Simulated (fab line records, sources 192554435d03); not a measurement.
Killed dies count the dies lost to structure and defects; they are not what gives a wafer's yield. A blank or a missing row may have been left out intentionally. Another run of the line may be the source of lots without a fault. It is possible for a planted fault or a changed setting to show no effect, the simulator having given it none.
Matching of chambers / flow n5 finfet / 4 sister chambers for N5_BEOL_M7_DESCUM_33 on rie diel-02
The step chemistry O2, time 7 s. 7 wafers are shown with their chamber, then 7 later ones without.

WAFERS, EACH WITH ITS CHAMBER
wafer=L085.3; chamber=0; showerhead plenum p Torr (Torr)=1.99; throttle valve pct (%)=20.54
wafer=L086.2; chamber=1; showerhead plenum p Torr (Torr)=2.16; throttle valve pct (%)=20.08
wafer=L088.1; chamber=3; showerhead plenum p Torr (Torr)=2.03; throttle valve pct (%)=20.45
wafer=L088.2; chamber=0; showerhead plenum p Torr (Torr)=1.98; throttle valve pct (%)=20.54
wafer=L088.3; chamber=2; showerhead plenum p Torr (Torr)=2.13; throttle valve pct (%)=20.04
wafer=L091.1; chamber=2; showerhead plenum p Torr (Torr)=2.12; throttle valve pct (%)=20.06
wafer=L091.4; chamber=3; showerhead plenum p Torr (Torr)=2.03; throttle valve pct (%)=20.46

WAFERS WHOSE CHAMBER IS MISSING
wafer=L091.5; showerhead plenum p Torr (Torr)=2.15; throttle valve pct (%)=20.09
wafer=L093.2; showerhead plenum p Torr (Torr)=1.98; throttle valve pct (%)=20.58
wafer=L093.3; showerhead plenum p Torr (Torr)=2.12; throttle valve pct (%)=20.07
wafer=L093.6; showerhead plenum p Torr (Torr)=2.12; throttle valve pct (%)=20.06
wafer=L094.1; showerhead plenum p Torr (Torr)=2.12; throttle valve pct (%)=20.04
wafer=L094.2; showerhead plenum p Torr (Torr)=2.15; throttle valve pct (%)=20.11
wafer=L094.4; showerhead plenum p Torr (Torr)=2.03; throttle valve pct (%)=20.46

WHICH CHAMBER EACH ONE RAN IN
wafer=L091.5; from the rows above=1; in truth=1
wafer=L093.2; from the rows above=0; in truth=0
wafer=L093.3; from the rows above=2; in truth=2
wafer=L093.6; from the rows above=2; in truth=2
wafer=L094.1; from the rows above=2; in truth=2
wafer=L094.2; from the rows above=1; in truth=1
wafer=L094.4; from the rows above=3; in truth=3
7 of 7 placed correctly. Can't be placed from these rows: 0. Wrongly placed: 0.
How it was worked out, from the rows above alone: a wafer's distance from a chamber is the root of the sum, over the readings, of the square of ((its reading less the chamber's mean) divided by the reading's scatter). The wafer belongs to the nearest chamber; if the next one is less than 2 further off, it can't be placed. The mean given for a chamber averages the wafers shown for that chamber. The scatter: the root of (the sum of the squares of (reading less its chamber's mean) over the shown wafers, divided by (wafers less chambers)).
